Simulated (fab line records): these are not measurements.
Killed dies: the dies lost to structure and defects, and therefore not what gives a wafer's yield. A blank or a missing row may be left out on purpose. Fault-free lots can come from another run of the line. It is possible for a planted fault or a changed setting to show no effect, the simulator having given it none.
fab line records    flow nand_harc
[record] lots = 12  wafers = 36  last_day = 33
route steps=1302 shown A_CHANNEL_HOLE_D1@489 A_DECK1_JOINT@518 A_ONON_D2@564 END@1302
lots that met no fault: taken from a fault-free run of the same line
start_h: hours from the record's first day to the start of the lot's first wafer shown    wait_h: hours since the lot's step before    " the same as in the row above    L1.1+2: a row that stands for several wafers    - no value, or no start was given    * or withheld: withheld    < > ~ a bound
route shown NAME@n: a module of which the file shows steps, and the number in the route of the first    usual: mean/standard deviation of fault-free wafers    same: alike in all rows    chamber/n: place in a boat    sites: per-site readings    _std_site: the standard deviation of these    _edge_site: mean of outer sites minus mean of inner sites    radius_mm: how far each site lies from the wafer's centre    mask NAME#n: copy n    behind: the last tool/chamber to shape the wafer    hold: the reason the lot was held/the length of the hold in hours/how it ended    device: whichever transistor did not switch (one of n, p or np)    end of line: the same wafers' tests at the end of the route    step lacking rows: just its recipe    killed: count of dies lost to structure and defects at first sort (not the wafer's yield)    map: dies across one wafer; x = killed, . = not, _ = none there
set.NAME: the run value of the setting; set.NAME@STEP: its run value at that earlier step    model.NAME: the simulator's own value behind a step, which no gauge read
steps of the route over a sample of lots; a table a step, a row a wafer
services: when a tool's chamber went out of use (start_h, in hours from the record's first day, below 0 if earlier), for how many hours, and the reason
[[steps]]
[step NHARC_A_CHANNEL_HOLE_D1_INSPECT_40]
[usual] raw_defect_count = 72/24
lot.wafer  tool               chamber  start_h  wait_h  raw_defect_count
L919.2     defect_inspect-02  -        199.07   -       26
L919.5     "                  -        "        "       49
L919.6     "                  -        "        "       47
L921.4     defect_inspect-02  -        213.84   -       113
L921.5     "                  -        "        "       114
L921.6     "                  -        "        "       94
L923.2     defect_inspect-02  -        233.01   -       89
L923.4     "                  -        "        "       85
L923.5     "                  -        "        "       83
L925.2     defect_inspect-02  -        255.60   -       73
L925.5     "                  -        "        "       62
L925.6     "                  -        "        "       79
L924.4     defect_inspect-02  -        256.90   -       59
L924.5     "                  -        "        "       75
L924.6     "                  -        "        "       85
L932.1     defect_inspect-02  -        341.22   -       94
L932.5     "                  -        "        "       100
L932.6     "                  -        "        "       98
L934.1     defect_inspect-01  -        357.56   -       72
L934.4     "                  -        "        "       61
L934.5     "                  -        "        "       57
L936.1     defect_inspect-02  -        366.20   -       94
L936.3     "                  -        "        "       73
L936.4     "                  -        "        "       91
L935.1     defect_inspect-02  -        366.44   -       75
L935.2     "                  -        "        "       78
L935.3     "                  -        "        "       86
L937.1     defect_inspect-01  -        373.22   -       82
L937.2     "                  -        "        "       82
L937.4     "                  -        "        "       79
L938.1     defect_inspect-02  -        391.74   -       43
L938.2     "                  -        "        "       47
L938.5     "                  -        "        "       47
L941.2     defect_inspect-01  -        411.92   -       76
L941.5     "                  -        "        "       98
L941.6     "                  -        "        "       93
[step NHARC_A_DECK1_JOINT_ETCHBACK_07]
[recipe] target_depth_a = 1050  time_s = 26.9  hbr_flow_sccm = 150  rf_w = 350  icp_w = 350  bias_w = 60  chemistry = HBr
[usual] chamber_pressure_mTorr = 14.999/0.013  drypump_motor_current_A = 5.6/0.49  he_backside_leak_sccm = 2.72/0.26  oes_product_au = 0.999/0.0098  rf_fwd_power_W = 345.2/2  throttle_valve_pct = 23.266/0.01
lot.wafer  tool       chamber  start_h  wait_h  chamber_pressure_mTorr  drypump_motor_current_A  he_backside_leak_sccm  oes_product_au  rf_fwd_power_W  rf_hours_counter_h  throttle_valve_pct
L919.2     rie_si-01  1        248.74   0.1     15.031                  4.7                      2.68                   1.001           344.5           0.4                 23.269
L919.5     "          2        "        "       15.005                  6.0                      2.22                   0.993           341.9           -                   23.257
L919.6     "          3        "        "       15.019                  5.4                      2.20                   0.999           346.5           -                   23.250
L921.4     rie_si-03  3        262.08   0.1     14.975                  5.7                      2.85                   0.999           343.8           0.3                 23.259
L921.6     "          2        "        "       14.979                  5.4                      2.75                   1.022           345.6           -                   23.236
L921.5     "          3        "        "       14.994                  5.7                      2.96                   1.003           347.0           -                   23.250
L923.2     rie_si-01  2        280.12   0.1     14.993                  6.0                      2.48                   0.989           342.7           0.5                 23.275
L923.4     "          1        "        "       15.015                  4.7                      2.77                   1.001           347.0           0.5                 23.264
L923.5     "          3        "        "       14.999                  5.5                      2.27                   0.994           346.6           -                   23.270
L924.4     rie_si-06  3        303.49   0.1     15.009                  6.1                      2.89                   1.018           344.4           0.3                 23.257
L924.5     "          2        "        "       14.981                  5.2                      2.82                   0.994           346.0           -                   23.261
L924.6     "          3        "        "       14.988                  6.1                      2.78                   1.017           345.1           -                   23.254
L925.2     rie_si-03  2        303.52   0.1     14.993                  5.5                      2.71                   1.002           346.4           0.6                 23.282
L925.6     "          1        "        "       14.999                  5.1                      2.42                   1.000           344.6           -                   23.275
L925.5     "          2        "        "       15.014                  5.4                      2.60                   1.010           346.5           -                   23.258
L932.1     rie_si-03  3        394.54   0.1     15.025                  5.7                      2.98                   1.006           344.5           1.2                 23.263
L932.5     "          1        "        "       15.013                  5.1                      2.38                   1.009           342.5           -                   23.268
L932.6     "          2        "        "       14.995                  5.5                      2.80                   0.998           345.7           -                   23.276
L934.1     rie_si-06  3        406.61   0.1     14.997                  6.1                      2.86                   1.017           344.9           1.0                 23.271
L934.4     "          0        "        "       15.011                  5.4                      3.19                   1.002           343.3           1.2                 23.280
L934.5     "          3        "        "       15.001                  6.1                      2.98                   1.014           344.7           -                   23.278
L936.3     rie_si-03  0        414.29   0.1     15.004                  6.3                      3.07                   0.983           347.3           0                   23.268
L936.1     "          2        "        "       15.003                  5.5                      2.79                   1.000           345.8           0                   23.274
L936.4     "          3        "        "       14.988                  5.7                      2.77                   1.000           346.7           0                   23.259
L935.2     rie_si-01  1        414.29   0.1     14.977                  4.8                      2.68                   1.000           346.6           0.2                 23.273
L935.3     "          2        "        "       14.991                  6.0                      2.44                   0.993           339.3           0.2                 23.278
L935.1     "          3        "        "       14.982                  5.4                      2.31                   0.978           344.9           0.2                 23.275
L937.4     rie_si-01  1        422.82   0.1     14.997                  4.8                      2.77                   1.011           346.3           0.2                 23.250
L937.1     "          2        "        "       14.989                  6.0                      2.35                   1.011           342.1           0.3                 23.258
L937.2     "          3        "        "       14.984                  5.4                      2.26                   0.992           345.0           0.3                 23.262
L938.1     rie_si-03  1        443.38   0.1     14.991                  5.2                      2.19                   0.994           345.0           0.2                 23.273
L938.2     "          0        "        "       14.995                  6.3                      2.80                   0.982           346.1           0.3                 23.260
L938.5     "          2        "        "       15.004                  5.4                      2.86                   0.998           346.2           -                   23.235
L941.2     rie_si-01  2        457.60   0.1     15.019                  5.9                      2.50                   0.986           340.9           0.6                 23.274
L941.5     "          0        "        "       14.997                  6.5                      3.07                   1.006           342.1           -                   23.252
L941.6     "          1        "        "       15.015                  4.8                      2.68                   1.017           346.9           -                   23.262
[step NHARC_A_DECK1_JOINT_ETCHBACK_00]
[recipe] target_depth_a = 300  time_s = 17.4  hbr_flow_sccm = 150  rf_w = 350  icp_w = 350  bias_w = 60  chemistry = HBr
[usual] chamber_pressure_mTorr = 15.000/0.012  drypump_motor_current_A = 5.6/0.51  he_backside_leak_sccm = 2.74/0.27  oes_product_au = 1.000/0.01  rf_fwd_power_W = 344.1/2.1  throttle_valve_pct = 23.266/0.0093
lot.wafer  tool       chamber  start_h  wait_h  chamber_pressure_mTorr  drypump_motor_current_A  he_backside_leak_sccm  oes_product_au  rf_fwd_power_W  rf_hours_counter_h  throttle_valve_pct
L919.2     rie_si-01  3        268.44   0.1     14.983                  5.4                      2.56                   0.988           345.0           0.4                 23.262
L919.6     "          1        "        "       15.003                  4.8                      2.74                   1.003           347.1           -                   23.265
L919.5     "          2        "        "       15.018                  6.0                      2.38                   1.000           341.4           -                   23.267
L921.4     rie_si-01  0        274.82   0.1     14.984                  6.5                      3.00                   1.000           342.7           0.5                 23.259
L921.6     "          2        "        "       14.986                  6.0                      2.44                   1.008           340.6           -                   23.248
L921.5     "          3        "        "       15.002                  5.5                      2.42                   1.006           343.8           -                   23.262
L923.4     rie_si-06  2        294.12   0.1     14.999                  5.2                      3.08                   1.008           345.5           0.2                 23.260
L923.2     "          3        "        "       14.992                  6.1                      2.92                   1.020           344.7           0.2                 23.271
L923.5     "          0        "        "       15.017                  5.3                      3.10                   1.004           341.3           -                   23.264
L925.2     rie_si-03  1        314.04   0.1     14.995                  5.1                      2.43                   0.991           341.6           0.7                 23.261
L925.5     "          2        "        "       15.002                  5.5                      2.71                   1.007           346.4           -                   23.276
L925.6     "          3        "        "       14.995                  5.7                      2.81                   1.002           343.6           -                   23.265
L924.4     rie_si-06  3        314.04   0.1     15.021                  6.1                      2.92                   1.004           341.4           0.4                 23.274
L924.6     "          0        "        "       14.999                  5.4                      3.15                   0.992           342.2           -                   23.262
L924.5     "          1        "        "       14.994                  5.0                      2.57                   0.984           346.5           -                   23.251
L932.1     rie_si-01  1        405.43   0.1     15.004                  4.8                      2.81                   1.015           345.3           0.1                 23.267
L932.5     "          1        "        "       14.977                  4.7                      2.82                   1.019           343.4           -                   23.288
L932.6     "          2        "        "       15.024                  6.0                      2.53                   0.990           342.4           -                   23.262
L934.1     rie_si-03  0        417.29   0.1     14.996                  6.4                      3.06                   0.988           345.5           0.0                 23.268
L934.4     "          3        "        "       15.002                  5.7                      2.98                   1.002           343.7           0.0                 23.268
L934.5     "          0        "        "       14.989                  6.3                      3.19                   0.981           345.1           -                   23.294
L936.4     rie_si-06  1        424.96   0.1     15.001                  5.0                      2.59                   0.996           345.1           1.2                 23.261
L936.3     "          2        "        "       14.995                  5.3                      2.87                   0.992           345.6           1.0                 23.280
L936.1     "          3        "        "       15.000                  6.1                      2.86                   1.009           343.1           1.2                 23.256
L935.2     rie_si-01  2        424.97   0.1     15.006                  6.0                      2.73                   1.002           340.1           0.3                 23.285
L935.3     "          3        "        "       15.020                  5.4                      2.31                   0.981           344.0           0.3                 23.266
L935.1     "          0        "        "       14.970                  6.4                      2.72                   0.990           343.1           0.3                 23.286
L937.1     rie_si-06  3        437.31   0.1     15.022                  6.1                      2.81                   1.002           344.7           0                   23.266
L937.2     "          1        "        "       14.996                  5.1                      2.55                   1.027           346.7           0                   23.273
L937.4     "          3        "        "       14.991                  6.1                      2.88                   1.003           343.2           -                   23.264
L938.1     rie_si-01  3        454.06   0.1     15.004                  5.5                      2.35                   0.992           345.7           0.5                 23.274
L938.2     "          0        "        "       15.003                  6.4                      2.90                   1.005           341.2           0.4                 23.271
L938.5     "          2        "        "       15.007                  6.0                      2.50                   0.982           341.7           -                   23.270
L941.2     rie_si-03  2        468.25   0.1     15.012                  5.4                      2.81                   1.000           342.7           0.3                 23.252
L941.5     "          0        "        "       15.000                  6.3                      2.61                   0.995           345.8           -                   23.276
L941.6     "          1        "        "       15.000                  5.1                      2.37                   1.002           343.5           -                   23.268
[step NHARC_A_ONON_D2_DEP_28]
[recipe] target_thk_a = 10000  n2_flow_sccm = 2750  n2o_flow_sccm = 2000  nh3_flow_sccm = 500  sih4_flow_sccm = 210  temp_c = 400
lot.wafer   tool           chamber  start_h  wait_h
L919.2+5+6  pecvd_onon-03  0        302.43   0.1
L921.4+5+6  pecvd_onon-03  0        307.42   0.2
L923.2+4+5  pecvd_onon-03  0        332.95   0.1
L925.2+5+6  pecvd_onon-03  0        351.40   0.1
L924.4+5+6  pecvd_onon-02  0        351.50   0.2
L932.1+5+6  pecvd_onon-03  0        438.75   0.1
L934.1+4+5  pecvd_onon-04  0        459.83   0.1
L935.1+2+3  pecvd_onon-02  0        465.06   0.1
L936.1+3+4  pecvd_onon-03  0        465.15   0.1
L937.1+2+4  pecvd_onon-04  0        481.90   0.1
L938.1+2+5  pecvd_onon-03  0        492.04   0.1
L941.2+5+6  pecvd_onon-03  0        510.43   0.1
[step NHARC_A_ONON_D2_THK_MEAS_30]
[recipe] thk_meas_gauge = ellipsometry
[usual] thk_nm = 1005/9.3
lot.wafer  tool           chamber  start_h  wait_h  thk_nm
L919.2     film_metro-01  -        302.88   -       993
L919.5     "              -        "        "       995
L919.6     "              -        "        "       994
L921.4     film_metro-01  -        307.76   -       1009
L921.5     "              -        "        "       1009
L921.6     "              -        "        "       1009
L923.2     film_metro-02  -        333.40   -       1082
L923.4     "              -        "        "       1083
L923.5     "              -        "        "       1083
L924.4     film_metro-02  -        351.84   -       1002
L924.5     "              -        "        "       1003
L924.6     "              -        "        "       1002
L925.2     film_metro-01  -        351.85   -       1106
L925.5     "              -        "        "       1108
L925.6     "              -        "        "       1108
L932.1     film_metro-01  -        439.26   -       985
L932.5     "              -        "        "       986
L932.6     "              -        "        "       986
L934.1     film_metro-01  -        460.34   -       1009
L934.4     "              -        "        "       1008
L934.5     "              -        "        "       1008
L935.1     film_metro-02  -        465.58   -       1022
L935.2     "              -        "        "       1024
L935.3     "              -        "        "       1024
L936.1     film_metro-01  -        465.66   -       1004
L936.3     "              -        "        "       1004
L936.4     "              -        "        "       1003
L937.1     film_metro-01  -        482.42   -       993
L937.2     "              -        "        "       994
L937.4     "              -        "        "       992
L938.1     film_metro-02  -        492.55   -       1004
L938.2     "              -        "        "       1004
L938.5     "              -        "        "       1002
L941.2     film_metro-02  -        510.88   -       1009
L941.5     "              -        "        "       1010
L941.6     "              -        "        "       1009
[step NHARC_END_SORT_01]
[recipe] temp_c = 25
[usual] killed_at_array = 57/18  killed_at_other = 0.8/1  killed_at_periphery = 3.9/2.8  killed_dies = 62/18  killed_open = 3.4/1.8  killed_short = 2.2/1.6
[same] gross_dies = 677
lot.wafer  tool       chamber  start_h  wait_h  killed_at_array  killed_at_other  killed_at_periphery  killed_dies  killed_open  killed_short
L925.2     prober-01  0        623.23   2.8     675              2                0                    677          4            0
L925.5     prober-01  0        625.60   3.7     671              1                5                    677          2            1
L925.6     prober-01  0        626.39   4.0     674              1                2                    677          3            1
L923.2     prober-02  0        623.29   2.8     671              0                6                    677          7            3
L923.4     prober-02  0        624.87   3.4     667              0                10                   677          3            1
L923.5     prober-02  0        625.66   3.7     665              0                12                   677          3            1
// killed by level:class
L925.2 A_ONON_D2:area_dep=630 A_SLIT:chamber_film_flake=30 A_CHANNEL_HOLE_D2:chamber_film_flake=5 A_CHANNEL_FILL_D1:geometric_particle:open=3 A_M0:chamber_film_flake=2 THIN_TSV:chamber_film_flake=2 A_ONON_D1:geometric_particle:open=1 A_CHANNEL_HOLE_D1:chamber_film_flake=1
L923.2 A_ONON_D2:area_dep=584 A_CHANNEL_HOLE_D1:chamber_film_flake=34 A_SLIT:chamber_film_flake=21 A_CHANNEL_HOLE_D2:chamber_film_flake=7 A_STAIRCASE:chamber_film_flake=6 A_CHANNEL_FILL_D1:chamber_film_flake=4 A_CONTACT:chamber_film_flake=4 A_CHANNEL_FILL_D2:chamber_film_flake=3
L923.4 A_ONON_D2:area_dep=579 A_CHANNEL_HOLE_D1:chamber_film_flake=32 A_SLIT:chamber_film_flake=23 A_CHANNEL_HOLE_D2:chamber_film_flake=9 A_CONTACT:chamber_film_flake=7 A_STAIRCASE:chamber_film_flake=6 P_STI:chamber_film_flake=4 A_CHANNEL_FILL_D1:chamber_film_flake=4
L925.5 A_ONON_D2:area_dep=626 A_SLIT:chamber_film_flake=24 A_CHANNEL_HOLE_D2:chamber_film_flake=10 P_CONTACT:chamber_film_flake=5 A_CHANNEL_HOLE_D1:chamber_film_flake=4 A_CONTACT:chamber_film_flake=3 A_M1:geometric_particle:open=1 A_CHANNEL_FILL_D1:geometric_particle:short=1
L923.5 A_ONON_D2:area_dep=589 A_SLIT:chamber_film_flake=30 A_CHANNEL_HOLE_D1:chamber_film_flake=26 A_STAIRCASE:chamber_film_flake=7 P_ZERO_WELL:chamber_film_flake=5 A_CHANNEL_HOLE_D2:chamber_film_flake=5 A_CONTACT:chamber_film_flake=5 P_STI:chamber_film_flake=2
L925.6 A_ONON_D2:area_dep=634 A_SLIT:chamber_film_flake=22 A_CHANNEL_HOLE_D1:chamber_film_flake=6 A_CHANNEL_HOLE_D2:chamber_film_flake=4 A_CONTACT:chamber_film_flake=2 A_ONON_D1:geometric_particle:open=1 A_DECK1_JOINT:geometric_particle:short=1 A_SLIT:geometric_particle:open=1
[[services]]
tool           chamber  start_h  hours  kind
pecvd_onon-03  -        227.00   13.0   pm
rie_si-03      0        228.50   11.1   repair
rie_si-03      1        230.05   -      clean
rie_si-06      -        249.00   9.0    pm
pecvd_onon-04  -        311.23   13.0   pm
rie_si-03      2        314.82   8.9    repair
rie_si-01      1        350.44   40.6   repair
pecvd_onon-02  -        366.00   13.0   pm
rie_si-01      -        370.00   9.0    pm
rie_si-01      0        370.00   9.0    vent_cycle
rie_si-01      2        370.00   9.0    vent_cycle
rie_si-01      3        370.00   9.0    vent_cycle
rie_si-01      0        379.00   -      clean
rie_si-01      2        379.00   -      clean
rie_si-01      3        379.00   -      clean
pecvd_onon-03  -        393.57   2.8    repair
rie_si-03      -        398.05   9.0    pm
pecvd_onon-03  -        408.00   13.0   pm
rie_si-06      -        426.00   9.0    pm
rie_si-06      0        451.79   7.8    repair
rie_si-03      3        477.97   8.6    repair
pecvd_onon-04  -        492.23   13.0   pm
rie_si-06      0        499.92   3.8    repair
rie_si-01      0        504.23   1.2    repair
[[key]]
[first_sign] step = NHARC_A_ONON_D2_THK_MEAS_30  reading = thk_nm  direction = up  sigmas = 9.8  usual = 1005  struck = 1095
[effect] step = NHARC_END_SORT_01  reading = killed_dies  direction = up  sigmas = 34  usual = 62  struck = 677
[more_kills_born_at] NHARC_A_ONON_D2_DEP_28@pecvd_onon-03 = 3642
met_at NHARC_A_ONON_D2_DEP_28
struck_lots L923,L925
later_rows_left_out L923.2,L923.4,L923.5,L925.2,L925.5,L925.6
tester_left_out L923,L925
not_acting_at NHARC_A_CHANNEL_HOLE_D1_INSPECT_40,NHARC_A_DECK1_JOINT_ETCHBACK_07,NHARC_A_DECK1_JOINT_ETCHBACK_00
onset_between 307.42 332.95
[fault] kind = process_parameter_drift  tool = pecvd_onon-03  chamber = -  onset_h = 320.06  steps = NHARC_A_ONON_D2_DEP_28  channel = target_thk_a  offset = *  shape = step  end_h = 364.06  acts_in = *  stated = *
// tester_left_out: of these lots the tester's yield and bins aren't shown, on N5 and GAA mostly nor the transistor test; their killed dies are dies lost to structure and defects alone, not to doping, threshold or leakage, so they don't give the yield
// later_rows_left_out: the simulator's readings of these wafers behind a module that went badly wrong aren't trusted and aren't shown, but for the sort
